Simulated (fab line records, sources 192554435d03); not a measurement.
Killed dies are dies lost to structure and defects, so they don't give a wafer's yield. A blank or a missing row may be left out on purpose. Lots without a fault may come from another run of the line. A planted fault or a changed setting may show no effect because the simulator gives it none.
Split-lot experiment | flow n5_finfet | 7 lots, 21 wafers read, on a route of 1938 steps

THE SPLIT
At N5_BEOL_M1_TRENCH_ETCH_37 (etches SiOC in C4F6/O2, target depth 55.207 nm, time 29 s), the setting source_w was moved away from the recipe's 355 W on 7 of the 21 wafers read, by -12.2% to +17.8%. The other wafers ran this setting at the recipe's value.

The reading is taken at the split's own step.

THE READING
rf_vpp_V, in V, at N5_BEOL_M1_TRENCH_ETCH_37 (etches SiOC in C4F6/O2, target depth 55.207 nm, time 29 s). Fault-free wafers of this fab line usually give 663 V, standard deviation 5.3 V.

wafer  | tool, chamber at the split | source_w as run, W | against the recipe | rf_vpp_V, V | against lot-mates on the recipe
L077.1 | rie_diel-02, 1             | 355                | recipe             | 670         | -
L077.2 | rie_diel-02, 2             | 355                | recipe             | 663         | -
L077.4 | rie_diel-02, 0             | 355                | recipe             | 662         | -
L082.1 | rie_diel-01, 1             | 409.6              | +15.4%             | 615         | -47
L082.4 | rie_diel-01, 0             | 409.6              | +15.4%             | 608         | -54
L082.5 | rie_diel-01, 1             | 355                | recipe             | 662         | -
L085.1 | rie_diel-04, 0             | 355                | recipe             | 667         | -
L085.3 | rie_diel-04, 1             | 355                | recipe             | 659         | -
L085.4 | rie_diel-04, 3             | 355                | recipe             | 675         | -
L086.2 | rie_diel-01, 3             | 329.8              | -7.1%              | 699         | +31
L086.5 | rie_diel-01, 3             | 329.8              | -7.1%              | 698         | +30
L086.6 | rie_diel-01, 2             | 355                | recipe             | 668         | -
L089.1 | rie_diel-02, 3             | 355                | recipe             | 660         | -
L089.3 | rie_diel-02, 2             | 355                | recipe             | 664         | -
L089.4 | rie_diel-02, 1             | 355                | recipe             | 670         | -
L092.2 | rie_diel-01, 0             | 355                | recipe             | 652         | -
L092.4 | rie_diel-01, 2             | 311.7              | -12.2%             | 709         | +50
L092.6 | rie_diel-01, 2             | 355                | recipe             | 665         | -
L094.3 | rie_diel-01, 3             | 355                | recipe             | 672         | -
L094.5 | rie_diel-01, 1             | 418.2              | +17.8%             | 610         | -62
L094.6 | rie_diel-01, 0             | 418.2              | +17.8%             | 601         | -71

THE FIT
A straight line over all 21 wafers: rf_vpp_V changes by -3.56 V for each +1% of source_w; r = -0.98; the points scatter about the line by 5.9 V.
The same after taking each lot's own level away (the mean of its wafers on the recipe; 21 wafers): -3.7 V for each +1%; r = -0.99; scatter 5 V.
On that fit, the largest move of source_w shifts the reading by 66 V.
The lots' own levels span 658.5 to 672.0 V, that is 2.5 times the standard deviation above.
So the lot-to-lot level changes the slope little: the two slopes agree.
Check: with one of the wafers moved furthest among these (+17.8%) left out of the fit, the line predicts -65.5 V for it against its lot-mates. It came out at -62 V against them.
Tool readings at the split's step, against how far the setting was moved: rf_vpp_V r = -0.98.

THE FILE'S OWN FIT
rf_vpp_V changes by -3.73 V for each +1% of source_w, r = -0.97.
